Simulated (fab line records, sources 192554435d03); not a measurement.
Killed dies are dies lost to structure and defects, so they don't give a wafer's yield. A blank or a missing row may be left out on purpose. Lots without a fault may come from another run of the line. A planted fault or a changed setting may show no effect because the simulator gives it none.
Chamber matching | flow n5_finfet | N5_BEOL_M10_CURE_72 on uv_cure-01: 3 sister chambers
The step cures SiCOH lowk, time 120 s. 3 wafers are shown with their chamber, then 9 later ones without.

WAFERS WITH THEIR CHAMBER
wafer  | chamber | wafer_temp_C_max
L079.6 | 1       | 372.9
L092.4 | 2       | 371.5
L093.6 | 0       | 371.2

WAFERS WITHOUT THEIR CHAMBER
wafer  | wafer_temp_C_max
L095.1 | 371.2
L095.2 | 371.2
L095.4 | 371.3
L094.2 | 371.1
L094.3 | 370.8
L094.5 | 370.4
L096.4 | 372.0
L096.5 | 372.4
L096.6 | 373.0

WHICH CHAMBER EACH WENT THROUGH
wafer  | from the rows above          | in truth
L095.1 | can't be placed: 0 or 2      | 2
L095.2 | can't be placed: 0 or 2      | 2
L095.4 | can't be placed: 0 or 2      | 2
L094.2 | can't be placed: 0 or 2      | 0
L094.3 | can't be placed: 0 or 2      | 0
L094.5 | can't be placed: 0 or 2      | 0
L096.4 | can't be placed: 2 or 0 or 1 | 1
L096.5 | can't be placed: 1 or 2 or 0 | 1
L096.6 | 1                            | 1
Placed correctly: 1 of 9. Can't be placed from these rows: 8 (the true chamber is among the candidates in 8). Placed wrongly: 0.
How it was worked out, from the rows above alone: a wafer's distance from a chamber is the root of the sum, over the readings, of the square of ((its reading less the chamber's mean) divided by the reading's scatter). The wafer belongs to the nearest chamber; if the next one is less than 2 further off, it can't be placed. A chamber's mean is the mean of its shown wafers. The scatter: with one shown wafer a chamber, the root of the mean of the squares of how far each hidden wafer lies from its nearest shown one.
